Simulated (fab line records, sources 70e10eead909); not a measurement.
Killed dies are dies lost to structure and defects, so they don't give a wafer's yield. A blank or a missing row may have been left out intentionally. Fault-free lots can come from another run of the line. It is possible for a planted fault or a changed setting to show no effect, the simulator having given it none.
Chamber matching -- flow nand harc -- rie diel-04 running NHARC_A_STAIRCASE_TRIM_12: 4 sister chambers
The step chemistry O2, time 211.2 s. 4 wafers are shown with their chamber, then 7 later ones without.

EACH WAFER AND ITS CHAMBER
wafer,chamber,showerhead plenum p Torr (Torr)
L159.2,1,3.48
L159.4,0,3.62
L164.3,3,3.63
L164.5,2,3.76

WAFERS WITH NO CHAMBER GIVEN
wafer,showerhead plenum p Torr (Torr)
L164.6,3.47
L166.1,3.76
L166.3,3.61
L166.6,3.47
L168.2,3.76
L168.4,3.47
L168.5,3.76

CHAMBER TAKEN BY EACH
wafer,from the rows above,in truth
L164.6,1,1
L166.1,2,2
L166.3,can't be placed: 0 or 3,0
L166.6,1,1
L168.2,2,2
L168.4,1,1
L168.5,2,2
Placed correctly: 6 of 7. Can't be placed from these rows: 1 (the true chamber is among the candidates in 1). Placed wrongly: 0.
How it was worked out, from the rows above alone: a wafer's distance from a chamber is the root of the sum, over the readings, of the square of ((its reading less the chamber's mean) divided by the reading's scatter). The wafer belongs to the nearest chamber; if the next one is less than 2 further off, it can't be placed. The mean given for a chamber averages the wafers shown for that chamber. The scatter (one wafer shown for each chamber): square how far every hidden wafer sits from the nearest shown wafer, average those squares and take the square root.
